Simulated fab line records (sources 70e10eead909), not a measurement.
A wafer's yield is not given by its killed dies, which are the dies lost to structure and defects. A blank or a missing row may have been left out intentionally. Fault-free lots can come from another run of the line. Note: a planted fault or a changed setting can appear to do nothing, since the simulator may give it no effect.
Comparing a struck lot with a sound one | flow nand-harc | 15 out of 1159 route steps
Sound: the wafers L495.1, L495.2, L495.4. The struck wafers were L488.1, L488.2, L488.3. Last of all comes the cause.
Each step with rows lists, per side, the tool, then ch with its chambers, then its first start. Under that, the readings that differ: sound wafers | struck wafers | difference of the means | sigmas: that difference in standard deviations of wafers without a fault.
alike: readings whose means differ by less than 2 such deviations, and words and numbers that are the same on both sides. not compared: withheld readings, readings that some wafer has no value for, bounds like >300 that may hide the same value, and numbers for which the record gives no deviation and whose values overlap.
A row with sigmas, a row that says differs or no value, or rows on one side alone: a step with any of these is where the two part. Numbers that don't overlap but have no deviation are shown without sigmas and don't part them. Lack of a reading on every wafer of one side parts them only where that side has two or more wafers.

NHARC_P_M2_PVD_20: deposits TaN, target thk 5 nm, time 8.06 s.
  sound on pvd-sputter-03; struck on pvd-sputter-02
  alike: throttle-valve-pct
then, 3 steps without rows for these wafers: NHARC_P_M2_PVD_21 (deposits Cu, target thk 30 nm, time 20.49 s); NHARC_P_M2_ECD_22 (material Cu, target thk 400 nm); NHARC_P_M2_ANNEAL_31 (time 90 s).
NHARC_P_M2_CMP_23: polishes, t overpolish 20 s, target thk 144.3 nm.
  sound on cmp-02 ch 0,2,3, day 11 05:05; struck on cmp-04 ch 0,1,3, day 9 15:30
  alike: edge-zone-pressure-frac, motor-current-A, slurry-filter-dp-kPa, time-to-endpoint-s
NHARC_P_M2_THK_MEAS_24: measures by xrf.
  sound on film-metro-02 at day 11 05:24; struck on film-metro-01 at day 9 15:49
  alike: thk-nm
after that, 1 step had no rows for these wafers: NHARC_P_M2_SRD_25.
NHARC_P_M2_INSPECT_27:
  sound on defect-inspect-01 at day 11 05:34; struck on defect-inspect-02 at day 9 15:58
  alike: raw-defect-count
NHARC_P_M2_PRE_CLEAN_32: time 12 s.
  sound on pecvd-02 ch 1,2, day 11 05:37; struck on pecvd-02 ch 0,1,2, day 9 16:02
  alike: heater-power-w
NHARC_P_M2_DEP_33: deposits SiCN, target thk 30 nm.
  sound on pecvd-02 ch 1,2, day 11 05:42; struck on pecvd-02 ch 0,1,2, day 9 16:07
  alike: heater-power-w
NHARC_P_BONDPAD_DEP_00: deposits SiCN, target thk 250 nm.
  sound on pecvd-02 ch 0,1; struck on pecvd-04 ch 0,1,2, day 9 16:32
  alike: heater-power-w
NHARC_P_BONDPAD_CMP_32: polishes SiCN, target thk 200 nm.
  sound on cmp-02 ch 0,1,3, day 11 06:30; struck on cmp-04 ch 0,1,2, day 9 16:56
  no value came back on the struck wafers for edge-zone-pressure-frac, motor-current-A (A), slurry-filter-dp-kPa (kPa); on the sound wafers edge-zone-pressure-frac reads 0.998 1.001 0.993
NHARC_P_BONDPAD_THK_MEAS_33: measures by ellipsometry.
  sound on film-metro-02 at day 11 06:46; struck on film-metro-01 at day 9 17:11
  reading     | sound             | struck            | difference | sigmas
  thk-nm (nm) | 203.1 203.0 203.3 | 243.7 245.3 253.5 | +44.4      | +28
after that, 1 step had no rows for these wafers: NHARC_P_BONDPAD_SRD_34.
-- record jumps: 13 days between struck wafers' starts before vs after; left off in module P_BONDPAD, resumes in module END, first step shown is number 1159 of the route --
NHARC_END_SORT_01:
  sound on prober-01 ch 0, day 24 19:49; struck on prober-02 ch 0, day 22 08:57
  reading                  | sound          | struck         | difference | sigmas
  defect-limited-yield (%) | 93.8 93.9 93.6 | 0 0 0          | -94        | -55
  killed-at-periphery      | 5 5 9          | 611 640 625    | +619       | +99 or more
  killed-dies              | 42 41 43       | 677 677 677    | +635       | +53
  killed-short             | 3 4 9          | 2 2 2          | -3         | -2
  sort_bin_2_pct (%)       | 1.5 2.8 2.7    | 92.9 96.5 95.0 | +92.5      | +99 or more
  sort_bin_3_pct (%)       | 0.15 0.15 0.15 | 1.48 0.30 0.59 | +0.64      | +3
  sort-n-pass              | 635 636 634    | 0 0 0          | -635       | -53
  sort-rim-yield-pct (%)   | 94 98 96       | 0 0 0          | -96        | -31
  sort-yield-pct (%)       | 93.8 93.9 93.6 | 0 0 0          | -94        | -55
  alike: killed-at-array, killed-at-other, killed-open, sort_bin_4_pct

WHERE THEY PART
Earliest at NHARC_P_BONDPAD_CMP_32; latest, in this record, at NHARC_END_SORT_01.

WHY: whatever the simulator had introduced
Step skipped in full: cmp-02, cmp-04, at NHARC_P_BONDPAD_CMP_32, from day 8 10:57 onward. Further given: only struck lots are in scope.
